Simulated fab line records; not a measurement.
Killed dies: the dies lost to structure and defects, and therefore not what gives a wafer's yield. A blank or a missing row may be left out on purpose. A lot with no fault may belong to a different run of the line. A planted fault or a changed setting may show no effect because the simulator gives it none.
Matching of chambers    flow nand harc    NHARC_A_STAIRCASE_DESCUM_219 on rie diel-06: 4 sister chambers
The step chemistry O2, time 3 s. 4 wafers are shown with their chamber, then 7 later ones without.

WAFERS, EACH WITH ITS CHAMBER
wafer   chamber  showerhead plenum p Torr (Torr)
L104.1  0        1.84
L104.3  1        2.06
L105.1  2        1.85
L105.2  3        1.79

WAFERS WITHOUT THEIR CHAMBER
wafer   showerhead plenum p Torr (Torr)
L105.6  1.79
L111.4  1.84
L111.5  1.83
L111.6  2.05
L112.2  2.05
L112.4  1.83
L112.6  2.05

THE CHAMBER EACH PASSED THROUGH
wafer   from the rows above      in truth
L105.6  3                        3
L111.4  can't be placed: 0 or 2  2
L111.5  can't be placed: 0 or 2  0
L111.6  1                        1
L112.2  1                        1
L112.4  can't be placed: 0 or 2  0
L112.6  1                        1
Placed correctly: 4 of 7. From these rows, 3 cannot be placed; in 3 the true chamber is one of the candidates. Placed wrongly: 0.
How it was worked out, from the rows above alone: a wafer's distance from a chamber is the root of the sum, over the readings, of the square of ((its reading less the chamber's mean) divided by the reading's scatter). The wafer belongs to the nearest chamber; if the next one is less than 2 further off, it can't be placed. For every chamber, the mean is computed from those of its wafers that are shown. The scatter (one wafer shown for each chamber): square how far every hidden wafer sits from the nearest shown wafer, average those squares and take the square root.
